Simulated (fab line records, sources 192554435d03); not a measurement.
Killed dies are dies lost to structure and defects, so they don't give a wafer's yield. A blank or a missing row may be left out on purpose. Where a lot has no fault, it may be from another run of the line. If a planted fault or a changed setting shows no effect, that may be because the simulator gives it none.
Matching of chambers | flow n5_finfet | 3 sister chambers for N5_BEOL_M5_CO_CAP_78 on cvd_co-02
The step material Co, precursor CCTBA/H2, target thk 2 nm, time 102.1 s. 22 wafers are shown with their chamber, then 11 later ones without.

== WAFERS, EACH WITH ITS CHAMBER ==
wafer  | chamber | heater_power_outer_w (W) | heater_power_w (W)
L076.2 | 2       | 112                      | 227
L076.4 | 2       | 112                      | 223
L076.6 | 0       | 132                      | 227
L082.2 | 2       | 112                      | 234
L082.3 | 0       | 131                      | 230
L082.6 | 2       | 111                      | 226
L084.4 | 1       | 139                      | 257
L084.5 | 2       | 115                      | 230
L084.6 | 0       | 129                      | 235
L087.3 | 1       | 141                      | 249
L087.5 | 0       | 132                      | 235
L087.6 | 1       | 143                      | 255
L085.4 | 0       | 131                      | 235
L085.5 | 2       | 111                      | 223
L085.6 | 1       | 144                      | 257
L088.2 | 2       | 112                      | 231
L088.3 | 1       | 143                      | 252
L088.6 | 1       | 143                      | 258
L091.2 | 1       | 137                      | 254
L091.3 | 0       | 132                      | 239
L091.6 | 2       | 112                      | 235
L094.1 | 0       | 133                      | 236

SIGNATURES (means of the wafers above)
reading              | chamber 0 | chamber 1 | chamber 2 | scatter within a chamber
heater_power_outer_w | 131.43    | 141.43    | 112.12    | 1.78
heater_power_w       | 233.86    | 254.57    | 228.62    | 4.03
Rule: distance of a wafer from a chamber = root of the sum over the readings of ((wafer's reading minus chamber's mean) / reading's scatter) squared. The wafer belongs to the nearest chamber; if the next one is less than 2 further off, it can't be placed. The scatter is the square root of a quotient: the sum, over the shown wafers, of each reading's squared deviation from its chamber's mean, divided by wafers minus chambers.

== WAFERS WITH NO CHAMBER GIVEN ==
wafer  | heater_power_outer_w (W) | heater_power_w (W)
L094.2 | 112                      | 229
L094.4 | 113                      | 231
L095.2 | 135                      | 242
L095.4 | 114                      | 230
L095.6 | 141                      | 246
L097.4 | 112                      | 226
L097.5 | 140                      | 254
L097.6 | 136                      | 241
L096.2 | 134                      | 238
L096.3 | 114                      | 225
L096.5 | 110                      | 226

== CHAMBER TAKEN BY EACH ==
wafer  | from the rows above     | in truth
L094.2 | 2                       | 2
L094.4 | 2                       | 2
L095.2 | can't be placed: 0 or 1 | 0
L095.4 | 2                       | 2
L095.6 | 1                       | 1
L097.4 | 2                       | 2
L097.5 | 1                       | 1
L097.6 | can't be placed: 0 or 1 | 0
L096.2 | 0                       | 0
L096.3 | 2                       | 2
L096.5 | 2                       | 2
Placed correctly: 9 of 11. These rows do not allow placing 2 (true chamber among the candidates in 2). Wrongly placed: 0.
